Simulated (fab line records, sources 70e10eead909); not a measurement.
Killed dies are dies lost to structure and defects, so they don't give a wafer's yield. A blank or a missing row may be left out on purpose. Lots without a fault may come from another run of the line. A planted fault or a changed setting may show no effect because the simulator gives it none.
Which tool did it? | flow nand_harc | 7 lots, 21 wafers sampled, at 1 step of a route of 1302

WHAT THE GAUGES READ, wafer by wafer
NHARC_A_SLIT_OVL_MEAS_10.
lot  | measured     | on         | overlay_x_nm (nm)
L906 | day 21 12:51 | overlay-01 | 0.5 0.3 0.2
L911 | day 23 16:45 | overlay-02 | 0.2 0.1 0.1
L913 | day 24 08:54 | overlay-02 | -0.9 -0.5 -0.1
L914 | day 25 14:56 | overlay-02 | 0.4 0.4 0.7
L917 | day 27 00:23 | overlay-02 | -1.4 -1.5 -1.8
L922 | day 29 03:19 | overlay-01 | -1.7 -1.2 -1.2
L923 | day 29 07:04 | overlay-01 | 0.4 0.7 -0.2

WHICH TOOL RAN EACH LOT (tool, then ch and the chambers of the sampled wafers, then the start)
The record holds no process step before these readings.

THE ANSWER, worked out from the rows above alone
Rule: what is usual is taken from the lots themselves. Put in order of their means at a reading, lots are off if they are a third of the lots or fewer, leave a main group of 4 or more, and stand apart from it by a gap of 3 or more times the standard deviation of the main group's means; of several such gaps the widest counts. A main group whose means are all the same, to the digits that the tables above print for the reading, isn't used. A lot without any number at a reading at which 4 lots or more have one is off too. The other lots that the step has rows for count as sound.
No lot is off at any reading shown: from this, nothing can be told.

WHAT THE SIMULATOR HAD PUT IN
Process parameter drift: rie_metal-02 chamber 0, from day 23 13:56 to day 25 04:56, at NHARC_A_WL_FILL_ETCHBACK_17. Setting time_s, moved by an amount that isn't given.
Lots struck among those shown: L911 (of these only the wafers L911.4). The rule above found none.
